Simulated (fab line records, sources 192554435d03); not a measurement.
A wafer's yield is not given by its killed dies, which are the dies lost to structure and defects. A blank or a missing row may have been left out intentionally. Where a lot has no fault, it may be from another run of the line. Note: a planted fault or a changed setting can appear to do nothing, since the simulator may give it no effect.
Struck lot and sound lot, side by side -- flow n5_finfet -- 37 out of 1938 route steps
Sound: wafers L525.3, L525.5, L525.6. Wafers L514.1, L514.5, L514.6 were the ones struck. At the end, the cause is stated.
Order at every step that has rows: each side's tool, ch and its chambers, its first start. Under that, the readings that differ: sound wafers -- struck wafers -- difference of the means -- sigmas: that difference in standard deviations of wafers without a fault.
alike: a reading whose means differ by less than 2 such deviations, as well as words and numbers matching on both sides. not compared: withheld readings; readings where some wafer has no value; bounds like >300 that might hide an equal value; numbers whose values overlap and for which the record gives no deviation.
Wherever a step has rows on one side only, a row that says differs or no value, or a row with sigmas, the two part there. Numbers that don't overlap but have no deviation are shown without sigmas and don't part them. A reading missing from all wafers of one side parts the sides only when that side holds two or more wafers.

first, 9 steps without rows for these wafers: N5_BEOL_M4_ANNEAL_95 (time 240 s); N5_BEOL_M4_SPUTTER_96 (material Cu, target thk 4.5 nm, time 8.29 s); N5_BEOL_M4_ECD_50 (material Cu, target thk 300 nm); N5_BEOL_M4_ANNEAL_51 (time 90 s); N5_BEOL_M4_CMP_52 (polishes, stops on SiOC, t overpolish 6.8 s, target thk 40 nm); N5_BEOL_M4_PRE_CLEAN_60 (time 15 s); N5_BEOL_M4_CO_CAP_55 (material Co, precursor CCTBA/H2, target thk 2 nm, time 102.1 s); N5_BEOL_M4_PRE_CLEAN_56 (time 15 s); N5_BEOL_M4_DEP_57 (deposits SiCN from 3MS/NH3, target thk 8 nm, time 14 s).
N5_BEOL_M4_RC_MEAS_101:
  sound on prober-01 ch 0, day 12 17:58; struck on prober-01 ch 0, day 9 03:16
  alike: DIBL_N, DIBL_P, IOFF_N, IOFF_P, ION_N, ION_P, SS_N, SS_P, VT_N, VT_P
then, 24 steps without rows for these wafers: N5_BEOL_M5_ILD_DEP_00 (deposits SiCOH lowk from DEMS/porogen, target thk 140.64 nm, time 25.9 s); N5_BEOL_M5_CURE_79 (cures SiCOH lowk, time 240 s); N5_BEOL_M5_PECVD_70 (deposits SiO2 from TEOS/O2, target thk 16 nm, time 18 s); N5_BEOL_M5_HM_DEP_02 (deposits TiN, target thk 20 nm); N5_BEOL_M5_COAT_59 (time 60 s, resist thk 60 nm); N5_BEOL_M5_COAT_60 (time 60 s, resist thk 12 nm); N5_BEOL_M5_COAT_71 (time 60 s, resist thk 5 nm); N5_BEOL_M5_COAT_05 (resist thk 30 nm); N5_BEOL_M5_EBR_07; N5_BEOL_M5_SOFTBAKE_06 (time 60 s); N5_BEOL_M5_EXPOSE_08 (exposes mask M5, target cd 28 nm); N5_BEOL_M5_PEB_09 (peb time 60 s); N5_BEOL_M5_DEVELOP_10 (develop time 30 s); N5_BEOL_M5_DESCUM_16 (chemistry O2, time 7 s); N5_BEOL_M5_ETCH_72 (etches underlayer in N2/H2, target depth 6.5 nm, time 5.2 s); N5_BEOL_M5_ETCH_61 (etches SiARC in CF4, target depth 15.6 nm, time 26 s); N5_BEOL_M5_ETCH_62 (etches SOC in N2/H2, target depth 75 nm, overetch 15 nm, time 112.5 s); N5_BEOL_M5_STRIP_63 (strips in N2/H2); N5_BEOL_M5_STRIP_73 (strips in N2/H2); N5_BEOL_M5_STRIP_64 (strips in CF4); N5_BEOL_M5_HM_OPEN_17 (chemistry Cl2/BCl3, target TiN, target depth 20 nm, overetch 6 nm); N5_BEOL_M5_STRIP_19 (strips in O2); N5_BEOL_M5_COAT_65 (time 60 s, resist thk 60 nm); N5_BEOL_M5_COAT_66 (time 60 s, resist thk 12 nm).
N5_BEOL_M5_ETCH_67: etches SiARC in CF4, target depth 15.6 nm, time 26 s.
  sound on rie_diel-01 ch 1,2,3, day 12 21:39; struck on rie_diel-06 ch 0,3, day 9 13:15
  no value came back on the struck wafers for any of 8 readings (bias_w (W), cf4_flow_sccm (sccm) and others); on the sound wafers bias_w (W) reads 36.06 35.85 36.03
reading,sound,struck,difference,sigmas
model.CAR-EUV_of_BEOL_M5_COAT_22.thk_nm (nm),11.2 11.2 11,20.4 20.4 20.4,+9.3,
  not compared: rf_hours_counter_h
N5_BEOL_M5_ETCH_68: etches SOC in N2/H2, target depth 80 nm, overetch 16 nm, time 120 s.
  sound on rie_diel-01 ch 1,2,3, day 12 21:41; struck on rie_diel-06 ch 0,3, day 9 13:17
reading,sound,struck,difference,sigmas
oes_product_au (a.u.),0.54 0.66 0.53,0.27 0.28 0.27,-0.30,-5
  alike: bias_w, chamber_pressure_mTorr, drypump_motor_current_A, rf_vpp_V, showerhead_plenum_p_Torr, throttle_valve_pct
  not compared: rf_hours_counter_h
N5_PASSIVATION_PROBE_49:
  the record holds rows for the sound wafers here (prober-02, day 17 00:29) but none for the struck ones

== WHERE THEY PART ==
At N5_BEOL_M5_ETCH_67 first; at N5_PASSIVATION_PROBE_49 last (within this record only).

WHY: what had been put in by the simulator
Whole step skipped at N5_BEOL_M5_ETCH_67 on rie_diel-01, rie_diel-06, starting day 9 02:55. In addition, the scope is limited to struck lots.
